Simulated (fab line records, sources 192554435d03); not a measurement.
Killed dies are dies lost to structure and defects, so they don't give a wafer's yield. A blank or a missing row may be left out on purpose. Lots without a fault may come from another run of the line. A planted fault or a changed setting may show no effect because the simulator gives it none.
A struck lot beside a sound one | flow n5_finfet | 18 steps out of a route of 1938
Sound: wafers L782.3, L782.5, L782.6. Struck: wafers L797.1, L797.3, L797.4. The cause comes at the end.
At each step with rows: each side's tool, then ch and its chambers, then its first start. Under that, the readings that differ: sound wafers | struck wafers | difference of the means | sigmas: that difference in standard deviations of wafers without a fault.
alike: readings whose means differ by less than 2 such deviations, and words and numbers that are the same on both sides. not compared: withheld readings, readings that some wafer has no value for, bounds like >300 that may hide the same value, and numbers for which the record gives no deviation and whose values overlap.
The two part at a step that has a row with sigmas, a row that says differs or no value, or rows on one side only. Numbers that don't overlap but have no deviation are shown without sigmas and don't part them. A reading that every wafer of one side lacks parts them only if that side has two wafers or more.

N5_FIN_SAQP_INSPECT_18: inspects for defects (brightfield).
  sound on defect_inspect-01, day 2 04:28; struck on defect_inspect-02, day 5 21:50
  alike: raw_defect_count
then, 1 step without rows for these wafers: N5_FIN_SAQP_DESCUM_21 (chemistry O2, time 7.9 s).
N5_FIN_SAQP_ETCH_51: etches SiARC in CF4, target depth 45.5 nm, time 75.8 s.
  sound on rie_diel-01 ch 1,3, day 2 04:37; struck on rie_diel-06 ch 2,3, day 5 21:54
  alike: drypump_motor_current_A, etch_rf_on_time_s, oes_product_au, rf_vpp_V, showerhead_plenum_p_Torr, throttle_valve_pct
  not compared: rf_hours_counter_h
N5_FIN_SAQP_ETCH_52: etches SOC in N2/H2, target depth 100 nm, overetch 20 nm, time 150 s.
  sound on rie_diel-01 ch 1,3, day 2 04:44; struck on rie_diel-06 ch 2,3, day 5 21:58
  alike: drypump_motor_current_A, n2_flow_sccm, oes_product_au, rf_vpp_V, showerhead_plenum_p_Torr, throttle_valve_pct
  not compared: rf_hours_counter_h
then, 1 step without rows for these wafers: N5_FIN_SAQP_STRIP_53 (strips in N2/H2).
N5_FIN_SAQP_HM_OPEN_73: chemistry CHF3/O2, target SiO2, stops on a-Si, target depth 12 nm, time 16.8 s.
  sound on rie_diel-01 ch 1,3, day 2 04:52; struck on rie_diel-06 ch 2,3, day 5 22:04
  alike: drypump_motor_current_A, oes_product_au, rf_vpp_V, showerhead_plenum_p_Torr, throttle_valve_pct
  not compared: rf_hours_counter_h
then, 5 steps without rows for these wafers: N5_FIN_SAQP_STRIP_74 (strips in CHF3/O2); N5_FIN_SAQP_MANDREL_ETCH_22 (etches a-Si in HBr/Cl2, stops on SiNx, target depth 60 nm, bt time 10 s, time 30 s); N5_FIN_SAQP_STRIP_55 (strips in N2/H2); N5_FIN_SAQP_STRIP_23 (strips in SPM, time 750 s); N5_FIN_SAQP_SRD_66 (time 30 s).
N5_FIN_SAQP_RECESS_75: chemistry HF/NH3, target SiO2, target depth 14.4 nm, afs cycles 3, sublimation time 60 s.
  sound on vapor_etch-02 ch 0,1, day 2 05:32; struck on vapor_etch-01 ch 0,1, day 5 22:48
  alike: drypump_motor_current_A
N5_FIN_SAQP_SPACER1_ALD_24: deposits SiO2, target thk 20.3 nm, pulse time 1 s, purge time 2 s.
  sound on ald_sin-04 ch 1,2, day 2 05:48; struck on ald_sin-01 ch 0,2,3, day 5 23:11
  reading                                           | sound                | struck               | difference | sigmas
  heater_power_w (W)                                | 394 396 388          | 530 491 599          | +147       | +2
  susceptor_temp_C (C)                              | 300.04 300.42 300.02 | 311.48 311.56 311.83 | +11.46     | +60
  model.SiO2_of_FIN_SAQP_SPACER1_ALD_24.thk_nm (nm) | 20.4 20.2 20.4       | 20 20 19.8           | +0         |
  alike: precursor_pulse_height_rel
N5_FIN_SAQP_SPACER1_ETCHBACK_25: etches SiO2 in CHF3/O2, target depth 24.4 nm, time 12.2 s.
  sound on rie_diel-06 ch 0,3, day 2 06:37; struck on rie_diel-02 ch 0,1,3, day 5 23:54
  alike: drypump_motor_current_A, oes_product_au, rf_vpp_V, showerhead_plenum_p_Torr, throttle_valve_pct
  not compared: rf_hours_counter_h
N5_FIN_SAQP_MANDREL1_REMOVE_56: chemistry HBr/Cl2/O2, target a-Si, stops on SiNx, bt time 10 s.
  sound on rie_si-01 ch 0,1,2, day 2 06:42; struck on rie_si-04 ch 0,1,2, day 5 23:59
  reading                   | sound          | struck         | difference | sigmas
  model.FIN_SAQP.cd_nm (nm) | 20.2 20.2 20.2 | 19.8 19.8 19.8 | -0.4       |
  alike: drypump_motor_current_A, oes_product_au, throttle_valve_pct
  not compared: rf_hours_counter_h
N5_FIN_SAQP_CD_MEAS_27: target cd 20 nm.
  sound on cd_sem-03 ch 0, day 2 06:49; struck on cd_sem-01 ch 0, day 6 00:06
  alike: cd_nm
-- the record jumps here: 6 days lie between the struck wafers' starts before and after (it left off in module FIN_SAQP and takes up again in module BEOL_M4, whose first step shown is number 1111 of the route) --
N5_BEOL_M4_RC_MEAS_101:
  sound on prober-01 ch 0, day 8 02:57; struck on prober-01 ch 0, day 11 22:49
  alike: DIBL_N, DIBL_P, IOFF_N, IOFF_P, ION_N, ION_P, SS_N, SS_P, VT_N, VT_P
-- the record jumps here: 4 days lie between the struck wafers' starts before and after (it left off in module BEOL_M4 and takes up again in module PASSIVATION, whose first step shown is number 1936 of the route) --
N5_PASSIVATION_PROBE_49:
  the record has rows for the struck wafers here (prober-02, day 16 08:19) and none for the sound ones

WHERE THEY PART
First at N5_FIN_SAQP_SPACER1_ALD_24; last, within this record, at N5_PASSIVATION_PROBE_49.

WHY: what the simulator had put in
Process parameter drift: ald_sin-01, from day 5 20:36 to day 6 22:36, at N5_FIN_SAQP_SPACER1_ALD_24. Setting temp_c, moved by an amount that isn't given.
